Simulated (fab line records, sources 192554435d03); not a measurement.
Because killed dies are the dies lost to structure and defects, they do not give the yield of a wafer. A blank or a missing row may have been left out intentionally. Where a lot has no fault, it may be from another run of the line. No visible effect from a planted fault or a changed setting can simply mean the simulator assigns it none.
Matching of chambers || flow n5Finfet || N5_BEOL_M0_CO_CAP_123 on cvdCo-02: 3 sister chambers
The step material Co, precursor CCTBA/H2, target thk 2 nm, time 102.1 s. 3 wafers are shown with their chamber, then 12 later ones without.

WAFERS, EACH WITH ITS CHAMBER
{"wafer": "L091.6", "chamber": 1, "heaterPowerW (W)": 211}
{"wafer": "L092.3", "chamber": 2, "heaterPowerW (W)": 215}
{"wafer": "L092.4", "chamber": 0, "heaterPowerW (W)": 291}

WAFERS WITHOUT THEIR CHAMBER
{"wafer": "L094.1", "heaterPowerW (W)": 212}
{"wafer": "L094.3", "heaterPowerW (W)": 216}
{"wafer": "L094.5", "heaterPowerW (W)": 217}
{"wafer": "L095.3", "heaterPowerW (W)": 215}
{"wafer": "L095.4", "heaterPowerW (W)": 215}
{"wafer": "L095.5", "heaterPowerW (W)": 283}
{"wafer": "L096.3", "heaterPowerW (W)": 289}
{"wafer": "L096.5", "heaterPowerW (W)": 291}
{"wafer": "L096.6", "heaterPowerW (W)": 220}
{"wafer": "L097.1", "heaterPowerW (W)": 220}
{"wafer": "L097.3", "heaterPowerW (W)": 284}
{"wafer": "L097.5", "heaterPowerW (W)": 222}

WHICH CHAMBER EACH WENT THROUGH
{"wafer": "L094.1", "from the rows above": "can't be placed: 1 or 2", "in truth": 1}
{"wafer": "L094.3", "from the rows above": "can't be placed: 2 or 1", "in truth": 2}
{"wafer": "L094.5", "from the rows above": "can't be placed: 2 or 1", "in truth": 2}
{"wafer": "L095.3", "from the rows above": "can't be placed: 2 or 1", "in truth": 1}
{"wafer": "L095.4", "from the rows above": "can't be placed: 2 or 1", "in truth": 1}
{"wafer": "L095.5", "from the rows above": 0, "in truth": 0}
{"wafer": "L096.3", "from the rows above": 0, "in truth": 0}
{"wafer": "L096.5", "from the rows above": 0, "in truth": 0}
{"wafer": "L096.6", "from the rows above": "can't be placed: 2 or 1", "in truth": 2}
{"wafer": "L097.1", "from the rows above": "can't be placed: 2 or 1", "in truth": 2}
{"wafer": "L097.3", "from the rows above": 0, "in truth": 0}
{"wafer": "L097.5", "from the rows above": "can't be placed: 2 or 1", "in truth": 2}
Correctly placed: 4 of 12. Unplaceable from these rows: 8, with the true chamber sitting among the candidates in 8. Number placed wrongly: 0.
How it was worked out, from the rows above alone: a wafer's distance from a chamber is the root of the sum, over the readings, of the square of ((its reading less the chamber's mean) divided by the reading's scatter). If the next closest chamber is less than 2 further off than the closest, the wafer can't be placed; otherwise it belongs to the closest. The mean given for a chamber averages the wafers shown for that chamber. The scatter (one wafer shown for each chamber): square how far every hidden wafer sits from the nearest shown wafer, average those squares and take the square root.
